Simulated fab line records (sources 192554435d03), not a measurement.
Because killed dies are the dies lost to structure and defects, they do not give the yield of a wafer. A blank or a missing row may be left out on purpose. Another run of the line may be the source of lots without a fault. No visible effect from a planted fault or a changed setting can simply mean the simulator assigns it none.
A single fault, viewed from 2 desks / flow n5 finfet / each desk holds nothing but its own numbers, with what lay behind them at the end

== AT THE TOOL OWNER'S DESK: vapor etch-01 ==
The tool's own readings at N5_STI_FIN_REVEAL_RECESS_09 (chemistry HF/NH3, target SiO2, afs cycles 11, target depth 42.5 nm, sublimation time 60 s): means of the sampled wafers that have a number, for each lot that ran on this tool. If a lot's mean is further than 4 standard deviations from the usual mean, the lot is out of limits and carries the mark OUT (the distance appears in the brackets).
Columns: A = drypump motor current A at N5_STI_FIN_REVEAL_RECESS_09, usual 5.42 A
lot=L114; first seen here=day 2 10:37; A=5.35
lot=L116; first seen here=day 2 22:44; A=5.52
lot=L118; first seen here=day 3 10:01; A=5.35
lot=L119; first seen here=day 3 17:21; A=5.69
lot=L121; first seen here=day 4 04:47; A=5.53
lot=L125; first seen here=day 5 04:06; A=5.35
lot=L134; first seen here=day 7 09:10; A=5.52
lot=L136; first seen here=day 7 21:34; A=5.33
lot=L137; first seen here=day 8 04:38; A=5.34
Result from this desk: across the 9 lots, nothing is out of limits.

== METROLOGY DESK ==
Means of the sampled wafers that have a number, per lot and without regard to the tool the lot ran on: this is what the gauges read. If a lot's mean is further than 4 standard deviations from the usual mean, the lot is out of limits and carries the mark OUT (the distance appears in the brackets).
Columns: A = cd nm at N5_STI_FIN_REVEAL_CD_MEAS_22, usual 6.30 nm; B = trench depth nm at N5_STI_FIN_REVEAL_FIN_H_MEAS_10, usual 52.0 nm
lot=L114; first seen here=day 2 13:17; A=6.50; B=51.8
lot=L115; first seen here=day 2 18:11; A=6.57; B=52.9
lot=L116; first seen here=day 3 01:25; A=6.41; B=52.3
lot=L118; first seen here=day 3 12:41; A=6.23; B=51.5
lot=L119; first seen here=day 3 20:08; A=6.78; B=52.5
lot=L121; first seen here=day 4 07:31; A=6.14; B=53.4
lot=L124; first seen here=day 5 02:13; A=6.16; B=51.7
lot=L125; first seen here=day 5 06:46; A=6.29; B=53.8
lot=L133; first seen here=day 7 08:17; A=6.17; B=51.6
lot=L134; first seen here=day 7 11:50; A=6.47; B=51.8
lot=L136; first seen here=day 8 00:14; A=6.23; B=50.8
lot=L137; first seen here=day 8 07:19; A=6.45; B=52.0
Result from this desk: across the 12 lots, nothing is out of limits.

== BROUGHT TOGETHER ==
Nothing out of limits was seen by the tool owner's desk.
Metrology desk: nothing out of limits seen.

== WHAT THE SIMULATOR PUT IN ==
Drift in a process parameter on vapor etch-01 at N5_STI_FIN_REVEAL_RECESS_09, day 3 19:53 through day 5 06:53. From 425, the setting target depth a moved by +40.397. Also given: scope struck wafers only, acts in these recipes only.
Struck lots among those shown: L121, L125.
